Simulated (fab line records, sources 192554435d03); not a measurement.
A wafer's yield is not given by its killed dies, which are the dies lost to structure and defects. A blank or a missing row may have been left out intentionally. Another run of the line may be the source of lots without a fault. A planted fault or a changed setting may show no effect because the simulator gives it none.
Which tool did it? :: flow n5 finfet :: 27 wafers sampled from 9 lots at 1 step of a route of 1938

## WHAT THE GAUGES SHOWED, per wafer
N5_BEOL_M4_RC_MEAS_101. Usual: DIBL_N 35.8 mV/V, standard deviation 1.5; DIBL_P 35.8 mV/V, standard deviation 1.7; IOFF_N 0.151 nA/um, standard deviation 0.022; IOFF_P 0.204 nA/um, standard deviation 0.027; ION_N 673 uA/um, standard deviation 8.6; ION_P 462 uA/um, standard deviation 5.4; SS_N 71.4 mV/dec, standard deviation 0.54; SS_P 73.3 mV/dec, standard deviation 0.56; VT_N 250.5 mV, standard deviation 2.6; VT_P -251 mV, standard deviation 3.1.
lot: L387
measured: day 9 03:01
on: prober-01
DIBL_N (mV/V): 36.7 38.6 35.3
DIBL_P (mV/V): 36.4 38.9 34.2
IOFF_N (nA/um): 0.153 0.196 0.126
IOFF_P (nA/um): 0.202 0.240 0.182
ION_N (uA/um): 689 686 673
ION_P (uA/um): 467 472 462
SS_N (mV/dec): 71.5 71.4 70.3
SS_P (mV/dec): 73.5 74.0 72.3
VT_N (mV): 251.2 245.2 252.9
VT_P (mV): -252 -247 -250
flag: 

lot: L389
measured: day 9 04:58
on: prober-02
DIBL_N (mV/V): 35.3 35.8 37.2
DIBL_P (mV/V): 37.1 37.9 39.1
IOFF_N (nA/um): 0.145 0.164 0.180
IOFF_P (nA/um): 0.209 0.219 0.228
ION_N (uA/um): 673 684 675
ION_P (uA/um): 460 470 462
SS_N (mV/dec): 72.4 71.9 71.2
SS_P (mV/dec): 73.7 73.7 74.0
VT_N (mV): 251.0 247.8 246.9
VT_P (mV): -248 -249 -250
flag: 

lot: L391
measured: day 9 13:22
on: prober-02
DIBL_N (mV/V): 35.3 35.6 35.8
DIBL_P (mV/V): 34.4 34.9 35.2
IOFF_N (nA/um): 0.133 0.142 0.139
IOFF_P (nA/um): 0.209 0.221 0.221
ION_N (uA/um): 668 658 658
ION_P (uA/um): 463 460 464
SS_N (mV/dec): 71.6 71.7 71.1
SS_P (mV/dec): 73.5 73.2 72.9
VT_N (mV): 251.0 251.5 251.9
VT_P (mV): -248 -250 -248
flag: 

lot: L394
measured: day 10 10:56
on: prober-02
DIBL_N (mV/V): 36.0 35.8 35.5
DIBL_P (mV/V): 36.8 36.5 35.6
IOFF_N (nA/um): 0.169 0.161 0.147
IOFF_P (nA/um): 0.232 0.217 0.207
ION_N (uA/um): 680 669 668
ION_P (uA/um): 460 464 462
SS_N (mV/dec): 71.8 71.2 70.6
SS_P (mV/dec): 73.4 73.5 73.5
VT_N (mV): 247.9 250.9 250.3
VT_P (mV): -249 -248 -249
flag: 

lot: L396
measured: day 10 19:15
on: prober-02
DIBL_N (mV/V): 35.9 36.3 36.2
DIBL_P (mV/V): 33.8 35.0 34.2
IOFF_N (nA/um): 0.138 0.152 0.145
IOFF_P (nA/um): 0.196 0.215 0.202
ION_N (uA/um): 679 681 678
ION_P (uA/um): 468 471 464
SS_N (mV/dec): 70.7 71.1 70.6
SS_P (mV/dec): 73.1 72.9 73.4
VT_N (mV): 251.4 248.8 247.7
VT_P (mV): -251 -247 -249
flag: 

lot: L405
measured: day 13 05:35
on: prober-01
DIBL_N (mV/V): 35.5 34.6 34.8
DIBL_P (mV/V): 35.9 34.2 34.8
IOFF_N (nA/um): 0.154 0.140 0.146
IOFF_P (nA/um): 0.236 0.209 0.215
ION_N (uA/um): 683 671 678
ION_P (uA/um): 470 460 466
SS_N (mV/dec): 71.2 71.5 71.4
SS_P (mV/dec): 73.3 73.4 73.5
VT_N (mV): 249.0 249.2 249.4
VT_P (mV): -248 -248 -249
flag: 

lot: L404
measured: day 13 06:08
on: prober-02
DIBL_N (mV/V): 34.0 33.1 32.6
DIBL_P (mV/V): 35.5 34.0 32.9
IOFF_N (nA/um): 0.165 0.133 0.132
IOFF_P (nA/um): 0.218 0.186 0.181
ION_N (uA/um): 681 673 668
ION_P (uA/um): 469 463 462
SS_N (mV/dec): 71.8 71.9 71.5
SS_P (mV/dec): 73.3 73.2 72.8
VT_N (mV): 251.1 253.3 251.0
VT_P (mV): -248 -255 -252
flag: 

lot: L407
measured: day 13 09:00
on: prober-01
DIBL_N (mV/V): 35.9 35.7 35.5
DIBL_P (mV/V): 36.2 37.0 36.0
IOFF_N (nA/um): 0.163 0.162 0.160
IOFF_P (nA/um): 0.224 0.232 0.228
ION_N (uA/um): 680 677 685
ION_P (uA/um): 471 472 468
SS_N (mV/dec): 71.2 71.3 70.9
SS_P (mV/dec): 73.9 74.4 73.7
VT_N (mV): 248.4 247.8 250.4
VT_P (mV): -248 -249 -251
flag: 

lot: L409
measured: day 14 08:23
on: prober-01
DIBL_N (mV/V): 35.3 36.9 35.5
DIBL_P (mV/V): 34.7 36.3 35.1
IOFF_N (nA/um): 0.133 0.159 0.136
IOFF_P (nA/um): 0.178 0.211 0.187
ION_N (uA/um): 662 670 660
ION_P (uA/um): 455 460 458
SS_N (mV/dec): 70.6 71.9 71.2
SS_P (mV/dec): 72.8 74.2 72.3
VT_N (mV): 254.3 251.2 253.6
VT_P (mV): -255 -252 -252
flag: 

## WHICH TOOL RAN EACH LOT (tool, then ch and the chambers of the sampled wafers, then the start)
Record: no process step prior to these readings.

## WHAT THE TOOLS THEMSELVES READ (means of the sampled wafers that have a number; where no wafer has one, the mark that the record gives instead)
The record holds no such reading with a usual standard deviation.

## THE ANSWER, worked out from the rows above alone
Rule: a lot is off if the mean of its wafers that have a number lies more than 3 standard deviations from the usual mean. A lot without any number at a reading at which 4 lots or more have one is off too. All remaining lots with rows at the step are treated as sound. After the gauges, taken in route order, come the tools' own readings; for these a lot's mean is taken, as printed above. At the first step where some lot is off, the reading lying furthest off is the one used; lots without a number count as furthest.
Nothing can be told from this: no lot is off at any reading shown.

## WHAT THE SIMULATOR HAD INSERTED
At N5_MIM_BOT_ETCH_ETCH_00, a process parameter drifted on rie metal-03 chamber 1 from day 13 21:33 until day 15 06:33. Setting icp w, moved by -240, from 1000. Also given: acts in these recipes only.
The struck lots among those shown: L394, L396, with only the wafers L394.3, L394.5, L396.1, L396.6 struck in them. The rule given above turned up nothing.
